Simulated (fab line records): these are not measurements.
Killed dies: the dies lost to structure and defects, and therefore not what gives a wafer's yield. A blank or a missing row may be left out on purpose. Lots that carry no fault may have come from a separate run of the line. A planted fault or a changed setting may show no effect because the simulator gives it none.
Which of the tools did it? + flow nandHarc + Sampling: 15 lots, 45 wafers, 3 of 1302 route steps

WHAT EACH GAUGE READ, for each wafer
NHARC_A_SOURCE_PLATE_INSPECT_08.
| lot  | measured     | on               | rawDefectCount |
|------|--------------|------------------|----------------|
| L700 | day 8 12:27  | defectInspect-02 | 59 38 72       |
| L701 | day 8 12:27  | defectInspect-01 | 57 80 52       |
| L703 | day 9 11:10  | defectInspect-02 | 109 73 59      |
| L704 | day 9 19:13  | defectInspect-02 | 49 21 69       |
| L705 | day 10 03:52 | defectInspect-02 | 32 28 71       |
| L707 | day 10 18:41 | defectInspect-01 | 51 84 67       |
| L708 | day 11 09:03 | defectInspect-02 | 33 45 32       |
| L709 | day 11 17:59 | defectInspect-01 | 68 58 27       |
| L711 | day 12 10:54 | defectInspect-02 | 54 21 31       |
| L716 | day 15 02:43 | defectInspect-02 | 61 45 59       |
| L717 | day 15 08:35 | defectInspect-01 | 80 91 89       |
| L718 | day 15 13:56 | defectInspect-01 | 32 33 47       |
| L719 | day 15 23:50 | defectInspect-01 | 60 56 39       |
| L722 | day 17 03:45 | defectInspect-02 | 67 36 83       |
| L721 | day 18 07:29 | defectInspect-01 | 30 53 57       |

NHARC_END_SORT_01.
| lot  | measured     | on        | killedAtArray | killedAtOther | killedAtPeriphery | killedDies  | killedOpen | killedShort |
|------|--------------|-----------|---------------|---------------|-------------------|-------------|------------|-------------|
| L707 | day 28 04:44 | prober-02 | 670 671 671   | 4 4 2         | 3 2 4             | 677 677 677 | 3 4 3      | 3 4 5       |
| L708 | day 27 15:46 | prober-01 | 666 673 672   | 0 0 0         | 11 4 5            | 677 677 677 | 7 3 5      | 4 3 1       |
| L709 | day 28 07:02 | prober-01 | 672 668 670   | 1 1 0         | 4 8 7             | 677 677 677 | 2 2 2      | 2 2 2       |

WHAT TOOL EACH LOT RAN ON (gives the tool, then ch and the chambers of the sampled wafers, and finally the start)
| lot  | NHARC_A_ONON_D1_DEP_09          |
|------|---------------------------------|
| L700 | pecvdOnon-01 ch 0, day 8 14:17  |
| L701 | pecvdOnon-03 ch 0, day 8 14:17  |
| L703 | pecvdOnon-01 ch 0, day 9 12:56  |
| L704 | pecvdOnon-01 ch 0, day 9 21:00  |
| L705 | pecvdOnon-02 ch 0, day 10 05:38 |
| L707 | pecvdOnon-01, day 10 20:32      |
| L708 | pecvdOnon-03, day 11 10:52      |
| L709 | pecvdOnon-03, day 11 19:45      |
| L711 | pecvdOnon-03 ch 0, day 12 12:48 |
| L716 | pecvdOnon-03 ch 0, day 15 04:29 |
| L717 | pecvdOnon-02 ch 0, day 15 10:20 |
| L718 | pecvdOnon-01 ch 0, day 15 15:46 |
| L719 | pecvdOnon-01 ch 0, day 16 01:44 |
| L722 | pecvdOnon-03 ch 0, day 17 05:38 |
| L721 | pecvdOnon-01 ch 0, day 18 09:43 |
- NHARC_A_ONON_D1_DEP_09: target thk 1000 nm.

AS READ BY THE TOOLS THEMSELVES (means over the sampled wafers that have a number; for cases with no such wafer, the mark the record gives instead)
NHARC_A_ONON_D1_DEP_09.
| lot  | tool         | n2FlowSccm (sccm) | n2oFlowSccm (sccm) |
|------|--------------|-------------------|--------------------|
| L700 | pecvdOnon-01 | 2761              | 2004               |
| L701 | pecvdOnon-03 | 2752              | 1998               |
| L703 | pecvdOnon-01 | 2741              | 1993               |
| L704 | pecvdOnon-01 | 2758              | 2008               |
| L705 | pecvdOnon-02 | 2753              | 2001               |
| L707 | pecvdOnon-01 | -                 | -                  |
| L708 | pecvdOnon-03 | -                 | -                  |
| L709 | pecvdOnon-03 | -                 | -                  |
| L711 | pecvdOnon-03 | 2745              | 2008               |
| L716 | pecvdOnon-03 | 2749              | 2004               |
| L717 | pecvdOnon-02 | 2759              | 2001               |
| L718 | pecvdOnon-01 | 2744              | 1998               |
| L719 | pecvdOnon-01 | 2750              | 1993               |
| L722 | pecvdOnon-03 | 2748              | 1999               |
| L721 | pecvdOnon-01 | 2761              | 2002               |

THE ANSWER, worked out from the rows above alone
Rule: the lots themselves supply what counts as usual. The widest of any qualifying gaps counts: lots, ordered by their means at a reading, are off when they make up no more than a third of the lots, leave a main group of 4 or more, and stand apart from it by 3 or more times the standard deviation of that group's means. A main group whose means are all the same, to the digits that the tables above print for the reading, isn't used. Also off: a lot with no number at a reading for which 4 or more lots have one. Any other lot the step has rows for is counted as sound. First the gauges in route order, then the tools' own readings, where a lot's mean is used as printed above. The first step at which some lot is off is used, and at that step the reading that is off furthest; a lot without a number counts as furthest.
Off at NHARC_A_ONON_D1_DEP_09 (n2FlowSccm): L707, L708, L709. Without a number there: L707, L708, L709. Mean 2752 sccm and standard deviation 6.5 in the main group.
If a tool, at that step or one of the process steps before it, ran each lot that is off and ran no sound lot following the first of them, it fits. Of those tried, none fits.

WHAT THE SIMULATOR PUT IN
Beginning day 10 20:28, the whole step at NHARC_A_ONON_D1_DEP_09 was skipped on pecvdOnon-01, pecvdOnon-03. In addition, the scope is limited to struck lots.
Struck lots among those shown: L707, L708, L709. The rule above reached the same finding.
